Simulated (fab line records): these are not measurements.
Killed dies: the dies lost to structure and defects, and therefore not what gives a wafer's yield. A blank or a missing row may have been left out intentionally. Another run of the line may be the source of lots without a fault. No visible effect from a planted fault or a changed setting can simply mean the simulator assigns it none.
Split-lot study / flow n5 finfet / route with 1938 steps; 7 lots, 39 wafers read

SPLIT DETAILS
At N5_BEOL_M5_ILD_DEP_00 (deposits SiCOH lowk from DEMS/porogen, target thk 140.64 nm, time 25.9 s), the setting target thk a was moved away from the recipe's 1406.4 angstrom on 15 of the 39 wafers read, by -30.7% to +56.5%. The other wafers ran this setting at the recipe's value.

FROM THE SPLIT ON TO THE READING: in between, the file shows 1 step
- N5_BEOL_M5_CURE_79: cures SiCOH lowk, time 240 s

THE READING
M5_ILD_THK (nm), taken at N5_BEOL_M5_THK_MEAS_01. Typical for fault-free wafers on this fab line: 120.8 nm, with standard deviation 1.6 nm.

wafer=L074.3; tool, chamber at the split=pecvd-03, 2; target thk a as run, angstrom=1406.4; against the recipe=recipe; M5_ILD_THK, nm=117.1; against lot-mates on the recipe=-
wafer=L074.5; tool, chamber at the split=pecvd-03, 0,1; target thk a as run, angstrom=1406.4; against the recipe=recipe; M5_ILD_THK, nm=118.0; against lot-mates on the recipe=-
wafer=L074.6; tool, chamber at the split=pecvd-03, 0,1; target thk a as run, angstrom=1406.4; against the recipe=recipe; M5_ILD_THK, nm=118.0; against lot-mates on the recipe=-
wafer=L077.1; tool, chamber at the split=pecvd-03, 1; target thk a as run, angstrom=1806; against the recipe=+28.4%; M5_ILD_THK, nm=155.7; against lot-mates on the recipe=+33.7
wafer=L077.2; tool, chamber at the split=pecvd-03, 2; target thk a as run, angstrom=1806; against the recipe=+28.4%; M5_ILD_THK, nm=154.6; against lot-mates on the recipe=+32.6
wafer=L077.3; tool, chamber at the split=pecvd-03, 0; target thk a as run, angstrom=1806; against the recipe=+28.4%; M5_ILD_THK, nm=153.3; against lot-mates on the recipe=+31.3
wafer=L077.4; tool, chamber at the split=pecvd-03, 0; target thk a as run, angstrom=1406.4; against the recipe=recipe; M5_ILD_THK, nm=122.5; against lot-mates on the recipe=-
wafer=L077.5; tool, chamber at the split=pecvd-03, 2; target thk a as run, angstrom=1406.4; against the recipe=recipe; M5_ILD_THK, nm=121.4; against lot-mates on the recipe=-
wafer=L077.6; tool, chamber at the split=pecvd-03, 1; target thk a as run, angstrom=1406.4; against the recipe=recipe; M5_ILD_THK, nm=122.2; against lot-mates on the recipe=-
wafer=L078.1; tool, chamber at the split=pecvd-01, 2; target thk a as run, angstrom=1907; against the recipe=+35.6%; M5_ILD_THK, nm=163.9; against lot-mates on the recipe=+41.9
wafer=L078.2; tool, chamber at the split=pecvd-01, 1; target thk a as run, angstrom=1406.4; against the recipe=recipe; M5_ILD_THK, nm=120.2; against lot-mates on the recipe=-
wafer=L078.3; tool, chamber at the split=pecvd-01, 2; target thk a as run, angstrom=1907; against the recipe=+35.6%; M5_ILD_THK, nm=166.2; against lot-mates on the recipe=+44.2
wafer=L078.4; tool, chamber at the split=pecvd-01, 1; target thk a as run, angstrom=1406.4; against the recipe=recipe; M5_ILD_THK, nm=122.9; against lot-mates on the recipe=-
wafer=L078.5; tool, chamber at the split=pecvd-01, 2; target thk a as run, angstrom=1406.4; against the recipe=recipe; M5_ILD_THK, nm=123.0; against lot-mates on the recipe=-
wafer=L078.6; tool, chamber at the split=pecvd-01, 1; target thk a as run, angstrom=1907; against the recipe=+35.6%; M5_ILD_THK, nm=165.0; against lot-mates on the recipe=+43.0
wafer=L081.1; tool, chamber at the split=pecvd-01, 1; target thk a as run, angstrom=1928; against the recipe=+37.1%; M5_ILD_THK, nm=167.1; against lot-mates on the recipe=+46.0
wafer=L081.2; tool, chamber at the split=pecvd-01, 2; target thk a as run, angstrom=1406.4; against the recipe=recipe; M5_ILD_THK, nm=119.2; against lot-mates on the recipe=-
wafer=L081.3; tool, chamber at the split=pecvd-01, 0; target thk a as run, angstrom=1406.4; against the recipe=recipe; M5_ILD_THK, nm=121.0; against lot-mates on the recipe=-
wafer=L081.4; tool, chamber at the split=pecvd-01, 1; target thk a as run, angstrom=1406.4; against the recipe=recipe; M5_ILD_THK, nm=123.1; against lot-mates on the recipe=-
wafer=L081.5; tool, chamber at the split=pecvd-01, 2; target thk a as run, angstrom=1928; against the recipe=+37.1%; M5_ILD_THK, nm=168.3; against lot-mates on the recipe=+47.2
wafer=L081.6; tool, chamber at the split=pecvd-01, 0; target thk a as run, angstrom=1928; against the recipe=+37.1%; M5_ILD_THK, nm=167.3; against lot-mates on the recipe=+46.2
wafer=L086.1; tool, chamber at the split=pecvd-01, 2; target thk a as run, angstrom=1406.4; against the recipe=recipe; M5_ILD_THK, nm=117.4; against lot-mates on the recipe=-
wafer=L086.2; tool, chamber at the split=pecvd-01, 1; target thk a as run, angstrom=2201; against the recipe=+56.5%; M5_ILD_THK, nm=190.6; against lot-mates on the recipe=+70.8
wafer=L086.3; tool, chamber at the split=pecvd-01, 0; target thk a as run, angstrom=1406.4; against the recipe=recipe; M5_ILD_THK, nm=120.2; against lot-mates on the recipe=-
wafer=L086.4; tool, chamber at the split=pecvd-01, 1; target thk a as run, angstrom=2201; against the recipe=+56.5%; M5_ILD_THK, nm=191.6; against lot-mates on the recipe=+71.8
wafer=L086.5; tool, chamber at the split=pecvd-01, 0; target thk a as run, angstrom=2201; against the recipe=+56.5%; M5_ILD_THK, nm=191.9; against lot-mates on the recipe=+72.1
wafer=L086.6; tool, chamber at the split=pecvd-01, 2; target thk a as run, angstrom=1406.4; against the recipe=recipe; M5_ILD_THK, nm=121.9; against lot-mates on the recipe=-
wafer=L087.1; tool, chamber at the split=pecvd-01, 0; target thk a as run, angstrom=974.4; against the recipe=-30.7%; M5_ILD_THK, nm=84.3; against lot-mates on the recipe=-39.4
wafer=L087.2; tool, chamber at the split=pecvd-01, 2; target thk a as run, angstrom=974.4; against the recipe=-30.7%; M5_ILD_THK, nm=83.4; against lot-mates on the recipe=-40.3
wafer=L087.3; tool, chamber at the split=pecvd-01, 1; target thk a as run, angstrom=1406.4; against the recipe=recipe; M5_ILD_THK, nm=121.8; against lot-mates on the recipe=-
wafer=L087.4; tool, chamber at the split=pecvd-01, 0; target thk a as run, angstrom=1406.4; against the recipe=recipe; M5_ILD_THK, nm=125.7; against lot-mates on the recipe=-
wafer=L087.5; tool, chamber at the split=pecvd-01, 1; target thk a as run, angstrom=974.4; against the recipe=-30.7%; M5_ILD_THK, nm=86.1; against lot-mates on the recipe=-37.6
wafer=L087.6; tool, chamber at the split=pecvd-01, 2; target thk a as run, angstrom=1406.4; against the recipe=recipe; M5_ILD_THK, nm=123.7; against lot-mates on the recipe=-
wafer=L093.1; tool, chamber at the split=pecvd-03, 0; target thk a as run, angstrom=1406.4; against the recipe=recipe; M5_ILD_THK, nm=121.2; against lot-mates on the recipe=-
wafer=L093.2; tool, chamber at the split=pecvd-03, 1; target thk a as run, angstrom=1406.4; against the recipe=recipe; M5_ILD_THK, nm=121.5; against lot-mates on the recipe=-
wafer=L093.3; tool, chamber at the split=pecvd-03, 2; target thk a as run, angstrom=1406.4; against the recipe=recipe; M5_ILD_THK, nm=120.9; against lot-mates on the recipe=-
wafer=L093.4; tool, chamber at the split=pecvd-03, 2; target thk a as run, angstrom=1406.4; against the recipe=recipe; M5_ILD_THK, nm=122.5; against lot-mates on the recipe=-
wafer=L093.5; tool, chamber at the split=pecvd-03, 0; target thk a as run, angstrom=1406.4; against the recipe=recipe; M5_ILD_THK, nm=123.0; against lot-mates on the recipe=-
wafer=L093.6; tool, chamber at the split=pecvd-03, 1; target thk a as run, angstrom=1406.4; against the recipe=recipe; M5_ILD_THK, nm=123.1; against lot-mates on the recipe=-
When a row names more than one chamber, that row covers several wafers, and the file does not tell which wafer ran in which chamber.

FIT RESULTS
A straight line over all 39 wafers: M5_ILD_THK changes by +1.22 nm for each +1% of target thk a; r = +1.00; the points scatter about the line by 1.9 nm.
The same after taking each lot's own level away (the mean of its wafers on the recipe; 39 wafers): +1.25 nm for each +1%; r = +1.00; scatter 1.5 nm.
On that fit, the largest move of target thk a shifts the reading by 70 nm.
From 117.70 to 123.73 nm: that is the span of the lots' own levels, equal to 3.8 times the standard deviation above.
Hence the lot-to-lot level has little effect on the slope; both slopes agree.
Check: for one of the wafers moved furthest among these (+56.5%), held out of the fit, the line's prediction against its lot-mates is +70.1 nm. It came out at +70.8 nm against them.

THE OTHER SPLITS THESE WAFERS WENT THROUGH
Note: prior to the reading, these wafers also went through further splits. Each is held against what the fit with the lots' levels taken away leaves over:
other split on the same wafers=N5_FIN_SAQP_HM_DEP_72 time s; wafers away from the commonest value=15; r with M5_ILD_THK (lot level and that fit taken away)=-0.07
other split on the same wafers=N5_GATE_CUT_ALD_22 ald cycles; wafers away from the commonest value=15; r with M5_ILD_THK (lot level and that fit taken away)=+0.12
other split on the same wafers=N5_BEOL_M3_ALD_98 ald cycles; wafers away from the commonest value=9; r with M5_ILD_THK (lot level and that fit taken away)=-0.07

THE WHOLE CHAIN: every reading that the file lists as answering this split, in the file's order
step=N5_BEOL_M5_ILD_DEP_00; what it does=deposits SiCOH lowk from DEMS/porogen, target thk 140.64 nm, time 25.9 s; reading=SiCOH_lowk_of_BEOL_M5_ILD_DEP_00.thk nm (the simulator's own value, which no gauge read); change (the file's fit)=+1.43 nm for each +1% of the setting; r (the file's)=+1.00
step=N5_BEOL_M5_CURE_79; what it does=cures SiCOH lowk, time 240 s; reading=SiCOH_lowk_of_BEOL_M5_ILD_DEP_00.thk nm (the simulator's own value, which no gauge read); change (the file's fit)=+1.24 nm for each +1% of the setting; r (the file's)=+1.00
step=N5_BEOL_M5_THK_MEAS_01; what it does=; reading=M5_ILD_THK; change (the file's fit)=+1.24 for each +1% of the setting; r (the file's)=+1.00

THE FILE'S OWN FIT
M5_ILD_THK changes by +1.24 nm for each +1% of target thk a, r = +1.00.
